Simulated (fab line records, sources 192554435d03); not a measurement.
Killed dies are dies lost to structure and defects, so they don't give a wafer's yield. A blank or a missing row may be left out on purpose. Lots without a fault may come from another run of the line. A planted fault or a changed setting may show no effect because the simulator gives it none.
Split-lot experiment | flow n5_finfet | 7 lots, 21 wafers read, on a route of 1938 steps

THE SPLIT
At N5_ZERO_LAYER_PECVD_02 (deposits SiO2 from SiH4/N2O, target thk 10 nm, time 6 s), the setting time_s was moved away from the recipe's 6 s on 6 of the 21 wafers read, by -14.4% to +8.6%. The other wafers ran this setting at the recipe's value.

The reading is taken at the split's own step.

THE READING
SiO2_of_ZERO_LAYER_PECVD_02.thk_nm (the simulator's own value, which no gauge read), in nm, at N5_ZERO_LAYER_PECVD_02 (deposits SiO2 from SiH4/N2O, target thk 10 nm, time 6 s). The file gives no usual value for it. The 15 wafers here that ran the recipe average 9.946 nm, standard deviation 0.12 nm.

wafer  | tool, chamber at the split | time_s as run, s | against the recipe | SiO2_of_ZERO_LAYER_PECVD_02.thk_nm, nm | against lot-mates on the recipe
L083.3 | pecvd-01, 1                | 6                | recipe             | 9.793                                  | -
L083.4 | pecvd-01, 0                | 6                | recipe             | 9.872                                  | -
L083.5 | pecvd-01, 1                | 6                | recipe             | 9.912                                  | -
L086.1 | pecvd-03, 0                | 5.576            | -7.1%              | 9.167                                  | -0.662
L086.2 | pecvd-03, 2                | 6                | recipe             | 9.829                                  | -
L086.5 | pecvd-03, 0                | 5.576            | -7.1%              | 9.229                                  | -0.600
L087.1 | pecvd-02, 1                | 5.137            | -14.4%             | 8.536                                  | -1.380
L087.2 | pecvd-02, 2                | 6                | recipe             | 9.783                                  | -
L087.6 | pecvd-02, 0                | 6                | recipe             | 10.05                                  | -
L089.3 | pecvd-01, 0                | 6                | recipe             | 9.854                                  | -
L089.5 | pecvd-01, 1                | 6                | recipe             | 9.943                                  | -
L089.6 | pecvd-01, 2                | 6                | recipe             | 10.06                                  | -
L090.2 | pecvd-02, 0                | 6                | recipe             | 9.966                                  | -
L090.3 | pecvd-02, 2                | 6                | recipe             | 10.01                                  | -
L090.6 | pecvd-02, 0                | 6                | recipe             | 10.26                                  | -
L092.1 | pecvd-01, 2                | 5.37             | -10.5%             | 8.994                                  | -1.066
L092.2 | pecvd-01, 0                | 5.37             | -10.5%             | 8.801                                  | -1.259
L092.5 | pecvd-01, 2                | 6                | recipe             | 10.06                                  | -
L096.1 | pecvd-02, 2                | 6                | recipe             | 9.831                                  | -
L096.3 | pecvd-02, 0                | 6.515            | +8.6%              | 10.7                                   | +0.797
L096.5 | pecvd-02, 0                | 6                | recipe             | 9.974                                  | -

THE FIT
A straight line over all 21 wafers: SiO2_of_ZERO_LAYER_PECVD_02.thk_nm changes by +0.098 nm for each +1% of time_s; r = +0.97; the points scatter about the line by 0.12 nm.
The same after taking each lot's own level away (the mean of its wafers on the recipe; 21 wafers): +0.0996 nm for each +1%; r = +0.98; scatter 0.1 nm.
On that fit, the largest move of time_s shifts the reading by 1.4 nm.
The lots' own levels span 9.8290 to 10.0787 nm, that is 2.0 times the standard deviation above.
So the lot-to-lot level changes the slope little: the two slopes agree.
Check: with one of the wafers moved furthest among these (-14.4%) left out of the fit, the line predicts -1.47 nm for it against its lot-mates. It came out at -1.38 nm against them.

THE FILE'S OWN FIT
SiO2_of_ZERO_LAYER_PECVD_02.thk_nm changes by +0.0983 nm for each +1% of time_s, r = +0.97.
